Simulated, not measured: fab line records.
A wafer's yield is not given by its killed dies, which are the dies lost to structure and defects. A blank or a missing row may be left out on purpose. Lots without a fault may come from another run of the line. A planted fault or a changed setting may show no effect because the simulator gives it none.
The same fault as seen by 3 desks / flow n5-finfet / each desk holds nothing but its own numbers, with what lay behind them at the end

FOR THE TOOL OWNER'S DESK: arfi-scanner-01
The tool's own readings at N5_BEOL_M8_EXPOSE_08 (exposes mask M8): means of the sampled wafers that have a number, for each lot that ran on this tool. If a lot's mean is further than 4 standard deviations from the usual mean, the lot is out of limits and carries the mark OUT (the distance appears in the brackets).
Columns: A = exposure-dose-mJ-cm2 at N5_BEOL_M8_EXPOSE_08, usual 68.21
lot=L284; first seen here=day 11 01:52; A=68.27
lot=L286; first seen here=day 11 07:19; A=68.16
lot=L288; first seen here=day 12 05:56; A=67.33 (-11) OUT
lot=L291; first seen here=day 13 00:03; A=67.62 (-7.2) OUT
Finding of this desk: L288, L291 out of limits; the first was L288 at day 12 05:56, on exposure-dose-mJ-cm2 at N5_BEOL_M8_EXPOSE_08. Within limits: L284, L286.

THE METROLOGY DESK
Lot by lot, what the gauges showed, no matter which tool ran the lot: averages of those sampled wafers that carry a number. If a lot's mean is further than 4 standard deviations from the usual mean, the lot is out of limits and carries the mark OUT (the distance appears in the brackets).
Columns: A = M7_RS at N5_BEOL_M7_RS_MEAS_57, usual 0.287 ohm/sq; B = M8_ILD_THK at N5_BEOL_M8_THK_MEAS_01, usual 156.2 nm
lot=L284; first seen here=day 10 23:27; A=0.282; B=156.2
lot=L286; first seen here=day 11 05:17; A=0.282; B=153.5
lot=L288; first seen here=day 12 03:00; A=0.286; B=156.4
lot=L291; first seen here=day 12 22:55; A=0.274; B=157.1
lot=L294; first seen here=day 14 09:41; A=0.290; B=158.6
lot=L297; first seen here=day 15 01:18; A=0.283; B=154.4
Finding of this desk: none of the 6 lots has anything out of limits.

THE DEFECT DESK
What the inspections along the route counted, lot by lot: means of the sampled wafers that have a number. If a lot's mean is further than 4 standard deviations from the usual mean, the lot is out of limits and carries the mark OUT (the distance appears in the brackets).
Columns: A = raw-defect-count at N5_BEOL_M7_INSPECT_58, usual 74
lot=L284; first seen here=day 10 23:29; A=65
lot=L286; first seen here=day 11 05:18; A=53
lot=L288; first seen here=day 12 03:01; A=113
lot=L291; first seen here=day 12 22:57; A=107
lot=L294; first seen here=day 14 09:43; A=61
lot=L297; first seen here=day 15 01:19; A=113
Finding of this desk: none of the 6 lots has anything out of limits.

BROUGHT TOGETHER
An alarm could have come from the tool owner's desk at day 12 05:56, on L288, L291.
Metrology desk: nothing out of limits seen.
Nothing out of limits was seen by the defect desk.
The metrology desk has L288, L291 on record, within its limits.
The defect desk has L288, L291 on record, within its limits.
All the named lots went through N5_BEOL_M8_EXPOSE_08 on arfi-scanner-01.

WHAT WAS PUT IN BY THE SIMULATOR
Process parameters drifting: arfi-scanner-01 at N5_BEOL_M8_EXPOSE_08, beginning at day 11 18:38. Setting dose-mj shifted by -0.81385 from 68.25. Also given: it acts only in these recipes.
Struck lots among those shown: L288, L291.
Each desk's first reading out of limits, in hours after the fault started: the tool owner's desk, 11.
